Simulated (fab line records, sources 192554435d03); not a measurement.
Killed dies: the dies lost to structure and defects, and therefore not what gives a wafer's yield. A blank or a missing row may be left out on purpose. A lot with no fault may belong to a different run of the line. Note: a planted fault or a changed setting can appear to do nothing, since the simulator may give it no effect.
Split-lot study / flow n5_finfet / 7 lots, 39 wafers read, on a route of 1938 steps

## ON THE SPLIT
At N5_HKMG_FIN_ETCH_35 (etches SOC in N2/H2, target depth 215.8 nm, time 243.4 s), the setting source_w was moved away from the recipe's 3000 W on 15 of the 39 wafers read, by -18.5% to +14.7%. All remaining wafers had this setting at the recipe value.

The reading comes from the split's own step.

## THE READING
rf_vpp_V, in V, at N5_HKMG_FIN_ETCH_35 (etches SOC in N2/H2, target depth 215.8 nm, time 243.4 s). On this fab line, fault-free wafers typically give 141.8 V with a standard deviation of 1.2 V.

wafer=L080.1; tool, chamber at the split=rie_diel-02, 3; source_w as run, W=3000; against the recipe=recipe; rf_vpp_V, V=142.0; against lot-mates on the recipe=-
wafer=L080.2; tool, chamber at the split=rie_diel-02, 1; source_w as run, W=3000; against the recipe=recipe; rf_vpp_V, V=141.8; against lot-mates on the recipe=-
wafer=L080.3; tool, chamber at the split=rie_diel-02, 2; source_w as run, W=3000; against the recipe=recipe; rf_vpp_V, V=141.7; against lot-mates on the recipe=-
wafer=L080.4; tool, chamber at the split=rie_diel-02, 0; source_w as run, W=3000; against the recipe=recipe; rf_vpp_V, V=143.1; against lot-mates on the recipe=-
wafer=L080.5; tool, chamber at the split=rie_diel-02, 0; source_w as run, W=3000; against the recipe=recipe; rf_vpp_V, V=142.9; against lot-mates on the recipe=-
wafer=L080.6; tool, chamber at the split=rie_diel-02, 1; source_w as run, W=3000; against the recipe=recipe; rf_vpp_V, V=143.4; against lot-mates on the recipe=-
wafer=L082.1; tool, chamber at the split=rie_diel-04, 1; source_w as run, W=2528; against the recipe=-15.7%; rf_vpp_V, V=149.1; against lot-mates on the recipe=+7.2
wafer=L082.2; tool, chamber at the split=rie_diel-04, 3; source_w as run, W=3000; against the recipe=recipe; rf_vpp_V, V=141.0; against lot-mates on the recipe=-
wafer=L082.3; tool, chamber at the split=rie_diel-04, 2; source_w as run, W=3000; against the recipe=recipe; rf_vpp_V, V=142.4; against lot-mates on the recipe=-
wafer=L082.4; tool, chamber at the split=rie_diel-04, 0; source_w as run, W=3000; against the recipe=recipe; rf_vpp_V, V=142.4; against lot-mates on the recipe=-
wafer=L082.5; tool, chamber at the split=rie_diel-04, 1; source_w as run, W=2528; against the recipe=-15.7%; rf_vpp_V, V=150.4; against lot-mates on the recipe=+8.5
wafer=L082.6; tool, chamber at the split=rie_diel-04, 0; source_w as run, W=2528; against the recipe=-15.7%; rf_vpp_V, V=152.1; against lot-mates on the recipe=+10.2
wafer=L084.1; tool, chamber at the split=rie_diel-05, 1; source_w as run, W=3000; against the recipe=recipe; rf_vpp_V, V=138.9; against lot-mates on the recipe=-
wafer=L084.2; tool, chamber at the split=rie_diel-05, 3; source_w as run, W=3000; against the recipe=recipe; rf_vpp_V, V=143.0; against lot-mates on the recipe=-
wafer=L084.5; tool, chamber at the split=rie_diel-05, 3; source_w as run, W=3000; against the recipe=recipe; rf_vpp_V, V=141.8; against lot-mates on the recipe=-
wafer=L093.1; tool, chamber at the split=rie_diel-04, 0; source_w as run, W=3000; against the recipe=recipe; rf_vpp_V, V=143.4; against lot-mates on the recipe=-
wafer=L093.2; tool, chamber at the split=rie_diel-04, 2; source_w as run, W=3000; against the recipe=recipe; rf_vpp_V, V=141.4; against lot-mates on the recipe=-
wafer=L093.3; tool, chamber at the split=rie_diel-04, 1; source_w as run, W=2516; against the recipe=-16.1%; rf_vpp_V, V=149.7; against lot-mates on the recipe=+7.1
wafer=L093.4; tool, chamber at the split=rie_diel-04, 3; source_w as run, W=2516; against the recipe=-16.1%; rf_vpp_V, V=150.3; against lot-mates on the recipe=+7.7
wafer=L093.5; tool, chamber at the split=rie_diel-04, 3; source_w as run, W=2516; against the recipe=-16.1%; rf_vpp_V, V=150.4; against lot-mates on the recipe=+7.8
wafer=L093.6; tool, chamber at the split=rie_diel-04, 0; source_w as run, W=3000; against the recipe=recipe; rf_vpp_V, V=143.0; against lot-mates on the recipe=-
wafer=L094.1; tool, chamber at the split=rie_diel-04, 1; source_w as run, W=3000; against the recipe=recipe; rf_vpp_V, V=140.4; against lot-mates on the recipe=-
wafer=L094.2; tool, chamber at the split=rie_diel-04, 3; source_w as run, W=3000; against the recipe=recipe; rf_vpp_V, V=141.6; against lot-mates on the recipe=-
wafer=L094.3; tool, chamber at the split=rie_diel-04, 0; source_w as run, W=2641; against the recipe=-12.0%; rf_vpp_V, V=149.7; against lot-mates on the recipe=+7.9
wafer=L094.4; tool, chamber at the split=rie_diel-04, 2; source_w as run, W=2641; against the recipe=-12.0%; rf_vpp_V, V=147.2; against lot-mates on the recipe=+5.4
wafer=L094.5; tool, chamber at the split=rie_diel-04, 0; source_w as run, W=3000; against the recipe=recipe; rf_vpp_V, V=143.4; against lot-mates on the recipe=-
wafer=L094.6; tool, chamber at the split=rie_diel-04, 1; source_w as run, W=2641; against the recipe=-12.0%; rf_vpp_V, V=145.7; against lot-mates on the recipe=+3.9
wafer=L095.1; tool, chamber at the split=rie_diel-05, 3; source_w as run, W=2444; against the recipe=-18.5%; rf_vpp_V, V=152.8; against lot-mates on the recipe=+11.6
wafer=L095.2; tool, chamber at the split=rie_diel-05, 1; source_w as run, W=3000; against the recipe=recipe; rf_vpp_V, V=140.2; against lot-mates on the recipe=-
wafer=L095.3; tool, chamber at the split=rie_diel-05, 2; source_w as run, W=2444; against the recipe=-18.5%; rf_vpp_V, V=153.6; against lot-mates on the recipe=+12.4
wafer=L095.4; tool, chamber at the split=rie_diel-05, 0; source_w as run, W=3000; against the recipe=recipe; rf_vpp_V, V=141.1; against lot-mates on the recipe=-
wafer=L095.5; tool, chamber at the split=rie_diel-05, 1; source_w as run, W=2444; against the recipe=-18.5%; rf_vpp_V, V=149.1; against lot-mates on the recipe=+7.9
wafer=L095.6; tool, chamber at the split=rie_diel-05, 2; source_w as run, W=3000; against the recipe=recipe; rf_vpp_V, V=142.3; against lot-mates on the recipe=-
wafer=L096.1; tool, chamber at the split=rie_diel-04, 1; source_w as run, W=3442; against the recipe=+14.7%; rf_vpp_V, V=133.1; against lot-mates on the recipe=-9.2
wafer=L096.2; tool, chamber at the split=rie_diel-04, 2; source_w as run, W=3000; against the recipe=recipe; rf_vpp_V, V=142.2; against lot-mates on the recipe=-
wafer=L096.3; tool, chamber at the split=rie_diel-04, 0; source_w as run, W=3000; against the recipe=recipe; rf_vpp_V, V=143.8; against lot-mates on the recipe=-
wafer=L096.4; tool, chamber at the split=rie_diel-04, 3; source_w as run, W=3442; against the recipe=+14.7%; rf_vpp_V, V=135.4; against lot-mates on the recipe=-6.9
wafer=L096.5; tool, chamber at the split=rie_diel-04, 2; source_w as run, W=3000; against the recipe=recipe; rf_vpp_V, V=140.8; against lot-mates on the recipe=-
wafer=L096.6; tool, chamber at the split=rie_diel-04, 3; source_w as run, W=3442; against the recipe=+14.7%; rf_vpp_V, V=134.5; against lot-mates on the recipe=-7.8

FIT RESULTS
A straight line over all 39 wafers: rf_vpp_V changes by -0.518 V for each +1% of source_w; r = -0.96; the points scatter about the line by 1.3 V.
The same after taking each lot's own level away (the mean of its wafers on the recipe; 39 wafers): -0.53 V for each +1%; r = -0.97; scatter 1.3 V.
According to that fit, moving source_w by its largest amount changes the reading by 9.8 V.
Measured against the standard deviation above, the lots' own levels, which go from 141.20 to 142.60 V, span 1.2 times it.
So the lot-to-lot level changes the slope little: the two slopes agree.
Check: with one of the wafers moved furthest among these (-18.5%) left out of the fit, the line predicts +9.57 V for it against its lot-mates. Against them it came out at +11.6 V.
Tool readings at the split's step, against how far the setting was moved: rf_vpp_V r = -0.96.

## OTHER SPLITS ON THESE WAFERS
These wafers also went through other splits before the reading. Each is held against what the fit with the lots' levels taken away leaves over:
other split on the same wafers=N5_DUMMY_GATE_ETCH_31 target_depth_a; wafers away from the commonest value=12; r with rf_vpp_V (lot level and that fit taken away)=+0.28
other split on the same wafers=N5_DUMMY_GATE_ETCH_32 time_s; wafers away from the commonest value=18; r with rf_vpp_V (lot level and that fit taken away)=-0.01
other split on the same wafers=N5_SD_EPI_P_SD_RECESS_17 target_depth_a; wafers away from the commonest value=12; r with rf_vpp_V (lot level and that fit taken away)=+0.05

## THE WHOLE CHAIN: every reading that the file lists as answering this split, in the file's order
step=N5_HKMG_FIN_ETCH_35; what it does=etches SOC in N2/H2, target depth 215.8 nm, time 243.4 s; reading=rf_vpp_V; change (the file's fit)=-0.526 V for each +1% of the setting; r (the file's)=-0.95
step=N5_HKMG_FIN_ETCH_35; what it does=etches SOC in N2/H2, target depth 215.8 nm, time 243.4 s; reading=etch.depth_nm (the simulator's own value, which no gauge read); change (the file's fit)=+1.9 nm for each +1% of the setting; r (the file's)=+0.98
step=N5_HKMG_FIN_ETCH_35; what it does=etches SOC in N2/H2, target depth 215.8 nm, time 243.4 s; reading=SOC_of_HKMG_FIN_COAT_29.thk_nm (the simulator's own value, which no gauge read); change (the file's fit)=-1.89 nm for each +1% of the setting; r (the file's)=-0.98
step=N5_HKMG_FIN_ETCH_35; what it does=etches SOC in N2/H2, target depth 215.8 nm, time 243.4 s; reading=HKMG_FIN.feature_depth_nm (the simulator's own value, which no gauge read); change (the file's fit)=+1.9 nm for each +1% of the setting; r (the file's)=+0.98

## FILE'S OWN FIT
rf_vpp_V changes by -0.526 V for each +1% of source_w, r = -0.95.
